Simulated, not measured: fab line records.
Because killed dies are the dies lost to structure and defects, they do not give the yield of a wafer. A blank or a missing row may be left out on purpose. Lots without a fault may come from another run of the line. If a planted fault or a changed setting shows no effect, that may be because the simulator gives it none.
Which of the tools did it? | flow n5Finfet | 33 wafers from 11 lots sampled at 5 of the route's 1938 steps

== WHAT THE GAUGES READ, wafer by wafer ==
The record holds no reading of a measuring or inspecting step that can be judged against a usual standard deviation.

== TOOL THAT RAN EACH LOT (tool first, then ch and the chambers of the sampled wafers, then the start) ==
lot  | N5_BEOL_M6_CVD_78               | N5_MIM_TOP_LITHO_DESCUM_10        | N5_MIM_BOT_ETCH_ETCH_00          | N5_PASSIVATION_DEGAS_18     | N5_PASSIVATION_PROBE_49
L564 | cvdCo-02 ch 1,2, day 10 10:15   | rieDiel-03 ch 0,2,3, day 13 15:47 | rieMetal-01 ch 0, day 13 16:53   | pvdSputter-02, day 13 19:11 | -
L565 | cvdCo-02 ch 0,2, day 11 01:37   | rieDiel-05 ch 0,1,3, day 14 05:59 | rieMetal-02 ch 0,1, day 14 07:11 | pvdSputter-03, day 14 11:58 | -
L566 | cvdCo-02 ch 0,1, day 11 08:38   | rieDiel-02 ch 1,2,3, day 14 11:37 | rieMetal-01 ch 0,1, day 14 13:19 | pvdSputter-03, day 14 19:32 | -
L567 | cvdCo-01 ch 0,1, day 11 10:43   | rieDiel-03 ch 1,2,3, day 14 18:16 | rieMetal-01 ch 0,1, day 14 19:25 | pvdSputter-03, day 14 22:46 | -
L568 | cvdCo-01 ch 0,1, day 11 14:15   | rieDiel-05 ch 0,1,2, day 15 04:24 | rieMetal-03 ch 0,1, day 15 05:40 | pvdSputter-02, day 15 10:11 | -
L569 | cvdCo-01 ch 0,1,2, day 12 00:11 | rieDiel-05 ch 1,2, day 15 10:23   | rieMetal-02 ch 0,1, day 15 11:41 | pvdSputter-01, day 15 15:29 | -
L573 | cvdCo-02 ch 0,1, day 12 15:43   | rieDiel-02 ch 0,1,2, day 15 16:56 | rieMetal-02 ch 0,1, day 15 18:00 | pvdSputter-02, day 15 21:44 | -
L572 | cvdCo-02 ch 0,2, day 13 02:37   | rieDiel-02 ch 0,2,3, day 16 09:57 | rieMetal-02 ch 0,1, day 16 11:04 | pvdSputter-01, day 16 15:23 | -
L574 | cvdCo-02 ch 1,2, day 13 04:38   | rieDiel-02 ch 1,2, day 16 17:44   | rieMetal-02 ch 0,1, day 16 18:57 | pvdSputter-01, day 16 23:15 | -
L575 | cvdCo-02 ch 0,1,2, day 13 09:24 | rieDiel-02 ch 2,3, day 16 20:41   | rieMetal-03 ch 0,1, day 16 21:47 | pvdSputter-01, day 17 02:44 | prober-01, day 17 08:31
L576 | cvdCo-01 ch 0,1,2, day 13 14:44 | rieDiel-03 ch 0,2,3, day 16 20:50 | rieMetal-01 ch 1, day 16 22:04   | pvdSputter-01, day 17 02:23 | -
- N5_BEOL_M6_CVD_78: deposits Co from CCTBA/H2, target thk 2 nm, time 142.3 s.
- N5_MIM_TOP_LITHO_DESCUM_10: chemistry O2, time 7.9 s.
- N5_MIM_BOT_ETCH_ETCH_00: etches TiN in Cl2/BCl3, target depth 45.5 nm.
- N5_PASSIVATION_DEGAS_18: time 60 s.
- N5_PASSIVATION_PROBE_49

== WHAT THE TOOLS THEMSELVES READ (means of the sampled wafers that have a number; where no wafer has one, the mark that the record gives instead) ==
N5_MIM_TOP_LITHO_DESCUM_10. Usual: biasPowerW 20.00 W, standard deviation 0.06; drypumpMotorCurrentA 5.9 A, standard deviation 0.48; oesProductAu 0.79 a.u., standard deviation 0.073; rfVppV 243.8 V, standard deviation 1.3; showerheadPlenumPTorr 2.13 Torr, standard deviation 0.062; throttleValvePct 20.46 %, standard deviation 0.2.
lot  | tool       | biasPowerW (W) | drypumpMotorCurrentA (A) | oesProductAu (a.u.) | rfVppV (V) | showerheadPlenumPTorr (Torr) | throttleValvePct (%) | flag
L564 | rieDiel-03 | 20.00          | 6.1                      | 0.79                | 243.9      | 2.14                         | 20.49                | 
L565 | rieDiel-05 | 20.00          | 5.7                      | 0.73                | 243.7      | 2.12                         | 20.55                | 
L566 | rieDiel-02 | 20.00          | 5.6                      | 0.82                | 244.6      | 2.14                         | 20.48                | 
L567 | rieDiel-03 | 20.02          | 6.2                      | 0.74                | 244.0      | 2.14                         | 20.47                | 
L568 | rieDiel-05 | 20.00          | 5.5                      | 0.80                | 243.5      | 2.12                         | 20.34                | 
L569 | rieDiel-05 | 20.03          | 5.2                      | 0.84                | 243.1      | 2.07                         | 20.29                | 
L573 | rieDiel-02 | 20.02          | 5.7                      | 0.78                | 243.0      | 2.13                         | 20.45                | 
L572 | rieDiel-02 | 20.00          | 6.0                      | 0.76                | 243.9      | 2.17                         | 20.54                | 
L574 | rieDiel-02 | 19.91          | 5.7                      | 0.82                | 243.7      | 2.15                         | 20.43                | 
L575 | rieDiel-02 | 19.99          | 6.0                      | 0.82                | 244.1      | 2.20                         | 20.51                | 
L576 | rieDiel-03 | 20.05          | 6.1                      | 0.76                | 243.9      | 2.13                         | 20.53                | 

N5_MIM_BOT_ETCH_ETCH_00. Usual: drypumpMotorCurrentA 5.4 A, standard deviation 0.33; oesProductAu 0.82 a.u., standard deviation 0.11; throttleValvePct 21.90 %, standard deviation 0.22.
lot  | tool        | drypumpMotorCurrentA (A) | oesProductAu (a.u.) | throttleValvePct (%) | flag
L564 | rieMetal-01 | 5.1                      | 0.65                | 22.27                | 
L565 | rieMetal-02 | 5.5                      | 0.96                | 21.65                | 
L566 | rieMetal-01 | 5.8                      | 0.65                | 22.11                | 
L567 | rieMetal-01 | 5.8                      | 0.66                | 22.10                | 
L568 | rieMetal-03 | 5.3                      | 0.84                | 21.81                | 
L569 | rieMetal-02 | 5.6                      | 0.91                | 21.70                | 
L573 | rieMetal-02 | 5.5                      | 0.93                | 21.66                | 
L572 | rieMetal-02 | 5.5                      | 0.91                | 21.67                | 
L574 | rieMetal-02 | 5.6                      | 0.89                | 21.70                | 
L575 | rieMetal-03 | 5.2                      | 0.83                | 21.84                | 
L576 | rieMetal-01 | 6.1                      | 0.64                | 22.04                | 

N5_PASSIVATION_DEGAS_18. Usual: heaterPowerW reads 456 W (standard deviation 23).
lot  | tool          | heaterPowerW (W) | flag
L564 | pvdSputter-02 | 472              | 
L565 | pvdSputter-03 | 468              | 
L566 | pvdSputter-03 | 453              | 
L567 | pvdSputter-03 | 470              | 
L568 | pvdSputter-02 | 485              | 
L569 | pvdSputter-01 | 457              | 
L573 | pvdSputter-02 | 451              | 
L572 | pvdSputter-01 | 447              | 
L574 | pvdSputter-01 | 429              | 
L575 | pvdSputter-01 | 436              | 
L576 | pvdSputter-01 | 457              | 

N5_PASSIVATION_PROBE_49. Usual: defectLimitedYield 91.5 %, standard deviation 1.3; killed_at_M0_to_M3 33, standard deviation 10; killed_at_M4_up 13, standard deviation 4; killedAtContacts 12, standard deviation 6.3; killedAtFrontEnd 39, standard deviation 11; killedAtOther 3.4, standard deviation 2.6; killedDies 100, standard deviation 15; killedOpen 65, standard deviation 11; killedShort 34, standard deviation 7.8; sort_bin_5_function 5.0 %, standard deviation 0.89; sort_bin_6_memory 3.2 %, standard deviation 0.58; sortNPass 1080, standard deviation 15; sortYieldPct 91.5 %, standard deviation 1.3.
lot  | tool      | defectLimitedYield (%) | killed_at_M0_to_M3 | killed_at_M4_up | killedAtContacts | killedAtFrontEnd | killedAtOther | killedDies | killedOpen | killedShort | sort_bin_5_function (%) | sort_bin_6_memory (%) | sortNPass | sortYieldPct (%) | flag
L575 | prober-01 | 87.7                   | 38                 | 50              | 16               | 36               | 5.3           | 145        | 75         | 31          | 7.2                     | 4.3                   | 1035      | 87.7             | OFF

== THE ANSWER, worked out from the rows above alone ==
Rule: lot off if the mean of its wafers having a number is beyond 3 standard deviations from the usual mean. Also off: a lot with no number at a reading for which 4 or more lots have one. Where the step has rows for the other lots, those lots are counted as sound. Order of review: gauges by route order, followed by the tools' own readings, for which a lot's mean as printed above is used. The first step at which some lot is off is used, and at that step the reading that is off furthest; a lot without a number counts as furthest.
Off at N5_PASSIVATION_PROBE_49 (killed_at_M4_up): L575. Neither off nor sound, because the step has no rows for them: L564, L565, L566, L567, L568, L569, L573, L572, L574, L576.
A tool fits if, at that step or a process step before it, it ran every lot that is off, and no sound lot after the first of them. Can't be told from this: 5 tools fit, cvdCo-02 at N5_BEOL_M6_CVD_78, rieDiel-02 at N5_MIM_TOP_LITHO_DESCUM_10, rieMetal-03 at N5_MIM_BOT_ETCH_ETCH_00, pvdSputter-01 at N5_PASSIVATION_DEGAS_18, prober-01 at N5_PASSIVATION_PROBE_49.

== WHAT HAD BEEN PUT IN BY THE SIMULATOR ==
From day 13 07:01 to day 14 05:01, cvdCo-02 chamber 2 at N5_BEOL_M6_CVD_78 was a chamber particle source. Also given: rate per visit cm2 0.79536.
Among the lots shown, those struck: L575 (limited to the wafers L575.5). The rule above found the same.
